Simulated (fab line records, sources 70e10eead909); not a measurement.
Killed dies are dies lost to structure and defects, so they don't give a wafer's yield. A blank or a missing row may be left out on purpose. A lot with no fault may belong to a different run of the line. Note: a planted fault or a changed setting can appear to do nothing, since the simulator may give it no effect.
Matching of chambers :: flow nand_harc :: rie_diel-13 running NHARC_P_M2_ETCH_35: 4 sister chambers
The step etches the open film in N2/H2, target depth 40 nm, overetch 12 nm, time 43.94 s. 7 wafers are shown with their chamber, then 7 later ones without.

== EACH WAFER AND ITS CHAMBER ==
wafer: L081.3
chamber: 2
drypump_motor_current_A (A): 5.7
showerhead_plenum_p_Torr (Torr): 1.95

wafer: L087.6
chamber: 2
drypump_motor_current_A (A): 5.7
showerhead_plenum_p_Torr (Torr): 1.94

wafer: L091.1
chamber: 3
drypump_motor_current_A (A): 5.9
showerhead_plenum_p_Torr (Torr): 1.95

wafer: L091.2
chamber: 1
drypump_motor_current_A (A): 5.1
showerhead_plenum_p_Torr (Torr): 1.95

wafer: L091.3
chamber: 0
drypump_motor_current_A (A): 5.4
showerhead_plenum_p_Torr (Torr): 1.93

wafer: L093.2
chamber: 3
drypump_motor_current_A (A): 5.8
showerhead_plenum_p_Torr (Torr): 1.95

wafer: L093.3
chamber: 1
drypump_motor_current_A (A): 5.1
showerhead_plenum_p_Torr (Torr): 1.95

== WAFERS MISSING THEIR CHAMBER ==
wafer: L093.4
drypump_motor_current_A (A): 5.3
showerhead_plenum_p_Torr (Torr): 1.92

wafer: L094.2
drypump_motor_current_A (A): 5.1
showerhead_plenum_p_Torr (Torr): 1.95

wafer: L094.3
drypump_motor_current_A (A): 5.7
showerhead_plenum_p_Torr (Torr): 1.94

wafer: L094.5
drypump_motor_current_A (A): 5.0
showerhead_plenum_p_Torr (Torr): 1.95

wafer: L097.1
drypump_motor_current_A (A): 5.1
showerhead_plenum_p_Torr (Torr): 1.95

wafer: L097.3
drypump_motor_current_A (A): 5.7
showerhead_plenum_p_Torr (Torr): 1.94

wafer: L097.4
drypump_motor_current_A (A): 5.4
showerhead_plenum_p_Torr (Torr): 1.92

== EACH ONE'S CHAMBER ==
wafer: L093.4
from the rows above: 0
in truth: 0

wafer: L094.2
from the rows above: 1
in truth: 1

wafer: L094.3
from the rows above: 2
in truth: 2

wafer: L094.5
from the rows above: 1
in truth: 1

wafer: L097.1
from the rows above: 1
in truth: 1

wafer: L097.3
from the rows above: 2
in truth: 2

wafer: L097.4
from the rows above: 0
in truth: 0
Placed correctly: 7 of 7. Not placeable from these rows: 0. Wrongly placed: 0.
How it was worked out, from the rows above alone: a wafer's distance from a chamber is the root of the sum, over the readings, of the square of ((its reading less the chamber's mean) divided by the reading's scatter). If the next closest chamber is less than 2 further off than the closest, the wafer can't be placed; otherwise it belongs to the closest. Each chamber's mean is taken over the wafers shown for it. The scatter: take each reading less its chamber's mean, square it, sum over the shown wafers, divide by the number of wafers less the number of chambers, and take the root.
